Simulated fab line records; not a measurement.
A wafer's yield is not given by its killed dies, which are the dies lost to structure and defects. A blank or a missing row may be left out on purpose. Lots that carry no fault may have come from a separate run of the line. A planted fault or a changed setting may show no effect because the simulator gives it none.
A struck lot beside a sound one ; flow n5 finfet ; 18 out of 1938 route steps
Sound: the wafers L317.3, L317.4, L317.6. Wafers struck: L327.2, L327.4, L327.5. Last of all comes the cause.
Each step with rows lists, per side, the tool, then ch with its chambers, then its first start. Under that, the readings that differ: sound wafers ; struck wafers ; difference of the means ; sigmas: that difference in standard deviations of wafers without a fault.
alike: a reading whose means differ by less than 2 such deviations, as well as words and numbers matching on both sides. not compared: withheld readings; readings where some wafer has no value; bounds like >300 that might hide an equal value; numbers whose values overlap and for which the record gives no deviation.
Wherever a step has rows on one side only, a row that says differs or no value, or a row with sigmas, the two part there. Non-overlapping numbers with no deviation appear without sigmas and do not part them. A reading missing from all wafers of one side parts the sides only when that side holds two or more wafers.

N5_MIM_BOT_ETCH_ETCH_03: etches the open film in Cl2/BCl3, target depth 12 nm.
  sound on rie metal-03 ch 0,1, day 11 15:02; struck on rie metal-03 ch 0,1, day 14 23:05
  alike: drypump motor current A, he backside leak sccm, oes product au, throttle valve pct
  not compared: rf hours counter h
N5_MIM_BOT_ETCH_ETCH_00: etches TiN in Cl2/BCl3, target depth 45.5 nm.
  sound on rie metal-03 ch 0,1, day 11 15:08; struck on rie metal-03 ch 0,1, day 14 23:10
  alike: drypump motor current A, he backside leak sccm, oes product au, throttle valve pct
  not compared: rf hours counter h
N5_MIM_BOT_ETCH_STRIP_01: strips in O2.
  sound on rie diel-01 ch 0,2,3, day 11 15:14; struck on rie diel-02 ch 0,1, day 14 23:19
  alike: drypump motor current A, oes product au, rf vpp V, showerhead plenum p Torr, throttle valve pct
  not compared: rf hours counter h
then, 3 steps without rows for these wafers: N5_MIM_BOT_ETCH_STRIP_02 (strips in post etch residue remover, time 1200 s); N5_MIM_BOT_ETCH_CLEAN_05 (cleans in IPA, time 180 s); N5_MIM_BOT_ETCH_SRD_06 (time 30 s).
N5_PASSIVATION_PECVD_55: deposits SiO2 from SiH4/N2O, target thk 400 nm, time 22.5 s.
  sound on pecvd-02 ch 0,2, day 11 15:44; struck on pecvd-01 ch 0,2, day 14 23:49
  alike: chamber pressure Torr, heater power w, showerhead plenum p Torr, throttle valve pct
N5_PASSIVATION_PECVD_01: deposits SiNx from SiH4/NH3/N2, target thk 200 nm, time 43.2 s.
  sound on pecvd-02 ch 0,2, day 11 15:46; struck on pecvd-01 ch 0,2, day 14 23:51
  alike: chamber pressure Torr, heater power w, showerhead plenum p Torr, throttle valve pct
then, 4 steps without rows for these wafers: N5_PASSIVATION_HMDS_03 (time 60 s); N5_PASSIVATION_COAT_04; N5_PASSIVATION_EBR_06; N5_PASSIVATION_SOFTBAKE_05 (time 90 s).
N5_PASSIVATION_EXPOSE_07: exposes mask TV, defocus 0 nm, target cd 3000 nm.
  sound on krf scanner-02 ch 0, day 11 17:20; struck on krf scanner-01 ch 0, day 15 00:17
reading;sound;struck;difference;sigmas
exposure dose mJ cm2;22.773 22.749 22.763;22.265 22.304 22.273;-0.481;-23
  alike: mask
then, 3 steps without rows for these wafers: N5_PASSIVATION_PEB_08; N5_PASSIVATION_DEVELOP_09 (develop time 60 s); N5_PASSIVATION_HARDBAKE_11 (time 120 s).
N5_PASSIVATION_CD_MEAS_10 targets a cd of 3000 nm.
  sound on cd sem-01 ch 0, day 11 17:30; struck on cd sem-01 ch 0, day 15 00:28
reading;sound;struck;difference;sigmas
cd nm (nm);2999.7 3001.8 3000.2;2995.8 2995.1 2995.8;-5.0;-3
N5_PASSIVATION_OVL_MEAS_60:
  sound on overlay-02 ch 0, day 11 17:32; struck on overlay-02 ch 0, day 15 00:29
  alike: TV_OVL

== WHERE THEY PART ==
At N5_PASSIVATION_EXPOSE_07 first; at N5_PASSIVATION_CD_MEAS_10 last (within this record only). Later steps at which nothing parts them and some readings are alike: N5_PASSIVATION_OVL_MEAS_60.

WHY: what had been put in by the simulator
Process parameter drift: krf scanner-01, from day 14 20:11 on, at N5_PASSIVATION_EXPOSE_07. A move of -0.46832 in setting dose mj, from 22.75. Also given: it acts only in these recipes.
